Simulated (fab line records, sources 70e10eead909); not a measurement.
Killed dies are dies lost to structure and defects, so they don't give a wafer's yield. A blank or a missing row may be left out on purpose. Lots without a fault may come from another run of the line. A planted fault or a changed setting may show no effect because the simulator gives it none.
Chamber matching | flow nand_harc | NHARC_P_M0_CMP_23 on cmp-01: 4 sister chambers
The step polishes, t overpolish 20 s, target thk 117.53 nm. 33 wafers are shown with their chamber, then 12 later ones without.

WAFERS WITH THEIR CHAMBER
wafer  | chamber | motor_current_A (A) | time_to_endpoint_s (s) | slurry_flow_ml_min
L075.1 | 0       | 11.9                | 29.8                   | 150.3
L075.5 | 3       | 13.1                | 25.4                   | 148.9
L075.6 | 0       | 12.3                | 28.2                   | 149.4
L079.1 | 3       | 12.2                | 27.3                   | 150.0
L079.2 | 1       | 12.6                | 30.4                   | 150.1
L079.4 | 0       | 12.4                | 30.9                   | 149.7
L080.1 | 1       | 11.9                | 32.5                   | 149.9
L080.2 | 2       | 11.2                | 29.6                   | 150.6
L080.5 | 2       | 11.6                | 28.9                   | 150.5
L082.1 | 1       | 12.5                | 28.0                   | 149.8
L082.4 | 0       | 12.2                | 31.2                   | 150.5
L082.6 | 2       | 11.5                | 28.7                   | 149.8
L081.1 | 2       | 11.3                | 27.2                   | 149.8
L081.4 | 3       | 12.6                | 25.9                   | 149.8
L081.6 | 1       | 12.5                | 28.5                   | 149.6
L083.1 | 3       | 12.4                | 27.3                   | 149.4
L083.2 | 2       | 12.2                | 24.7                   | 149.7
L083.5 | 3       | 12.5                | 25.6                   | 149.9
L084.2 | 1       | 12.4                | 30.5                   | 151.1
L084.3 | 0       | 12.5                | 29.0                   | 150.1
L084.5 | 2       | 11.4                | 28.2                   | 149.5
L086.1 | 2       | 11.1                | 25.9                   | 150.2
L086.3 | 0       | 13.2                | 29.6                   | 148.9
L086.6 | 3       | 12.4                | 26.0                   | 150.1
L088.1 | 2       | 11.6                | 25.6                   | 149.6
L088.2 | 3       | 12.4                | 24.7                   | 150.6
L088.4 | 0       | 12.2                | 29.9                   | 149.9
L090.1 | 3       | 11.9                | 24.0                   | 151.0
L090.3 | 0       | 12.5                | 28.5                   | 149.9
L090.6 | 3       | 12.5                | 21.6                   | 149.9
L092.1 | 3       | 12.3                | 26.5                   | 150.4
L092.2 | 0       | 12.5                | 29.3                   | 150.1
L092.4 | 1       | 12.2                | 26.8                   | 149.6

SIGNATURES (means of the wafers above)
reading            | chamber 0 | chamber 1 | chamber 2 | chamber 3 | scatter within a chamber
motor_current_A    | 12.411    | 12.350    | 11.488    | 12.430    | 0.321
time_to_endpoint_s | 29.600    | 29.450    | 27.350    | 25.430    | 1.63
slurry_flow_ml_min | 149.867   | 150.017   | 149.963   | 150.000   | 0.52
Rule: a wafer's distance from a chamber is the root of the sum, over the readings, of the square of ((its reading less the chamber's mean) divided by the reading's scatter). The wafer belongs to the nearest chamber; if the next one is less than 2 further off, it can't be placed. The scatter: the root of (the sum of the squares of (reading less its chamber's mean) over the shown wafers, divided by (wafers less chambers)).

WAFERS WITHOUT THEIR CHAMBER
wafer  | motor_current_A (A) | time_to_endpoint_s (s) | slurry_flow_ml_min
L093.1 | 11.8                | 27.2                   | 150.6
L093.3 | 11.7                | 25.9                   | 149.6
L093.4 | 13.0                | 29.9                   | 150.4
L095.1 | 12.2                | 29.6                   | 150.2
L095.2 | 11.8                | 28.1                   | 149.3
L095.3 | 12.6                | 24.7                   | 150.1
L096.2 | 12.2                | 35.3                   | 150.7
L096.4 | 11.7                | 29.7                   | 150.0
L096.6 | 12.7                | 33.9                   | 149.6
L097.1 | 11.5                | 31.8                   | 149.3
L097.3 | 12.3                | 29.4                   | 150.3
L097.5 | 12.6                | 28.2                   | 149.6

WHICH CHAMBER EACH WENT THROUGH
wafer  | from the rows above               | in truth
L093.1 | can't be placed: 2 or 1 or 3 or 0 | 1
L093.3 | can't be placed: 2 or 3 or 1 or 0 | 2
L093.4 | can't be placed: 0 or 1 or 3      | 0
L095.1 | can't be placed: 1 or 0           | 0
L095.2 | can't be placed: 2 or 1 or 0 or 3 | 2
L095.3 | 3                                 | 3
L096.2 | can't be placed: 1 or 0 or 2      | 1
L096.4 | can't be placed: 2 or 1 or 0 or 3 | 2
L096.6 | can't be placed: 0 or 1           | 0
L097.1 | can't be placed: 2 or 1 or 0      | 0
L097.3 | can't be placed: 1 or 0 or 3      | 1
L097.5 | can't be placed: 0 or 1 or 3      | 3
Placed correctly: 1 of 12. Can't be placed from these rows: 11 (the true chamber is among the candidates in 11). Placed wrongly: 0.
